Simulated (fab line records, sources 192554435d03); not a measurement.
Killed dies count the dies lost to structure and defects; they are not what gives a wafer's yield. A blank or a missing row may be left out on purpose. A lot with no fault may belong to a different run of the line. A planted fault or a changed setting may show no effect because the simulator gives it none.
Matching of chambers	flow n5_finfet	4 sister chambers for N5_BEOL_M2_STRIP_19 on rie_diel-01
The step strips in O2. 4 wafers are shown with their chamber, then 7 later ones without.

## WAFERS PAIRED WITH THEIR CHAMBERS
wafer	chamber	showerhead_plenum_p_Torr (Torr)
L080.6	0	2.04
L081.1	1	2.03
L079.1	2	2.12
L079.3	3	2.03

## WAFERS WHOSE CHAMBER IS MISSING
wafer	showerhead_plenum_p_Torr (Torr)
L079.6	2.12
L090.1	2.02
L090.2	2.03
L090.4	2.12
L097.2	2.02
L097.3	2.02
L097.5	2.02

## WHICH CHAMBER EACH ONE RAN IN
wafer	from the rows above	in truth
L079.6	2	2
L090.1	can't be placed: 1 or 3 or 0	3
L090.2	can't be placed: 1 or 3 or 0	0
L090.4	2	2
L097.2	can't be placed: 1 or 3 or 0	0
L097.3	can't be placed: 1 or 3 or 0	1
L097.5	can't be placed: 1 or 3 or 0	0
Placed correctly: 2 of 7. Unplaceable from these rows: 5, with the true chamber sitting among the candidates in 5. Wrongly placed: 0.
How it was worked out, from the rows above alone: a wafer's distance from a chamber is the root of the sum, over the readings, of the square of ((its reading less the chamber's mean) divided by the reading's scatter). The wafer belongs to the nearest chamber; if the next one is less than 2 further off, it can't be placed. For every chamber, the mean is computed from those of its wafers that are shown. The scatter: root of mean squared gap, hidden wafer to nearest shown wafer, with one shown wafer a chamber.
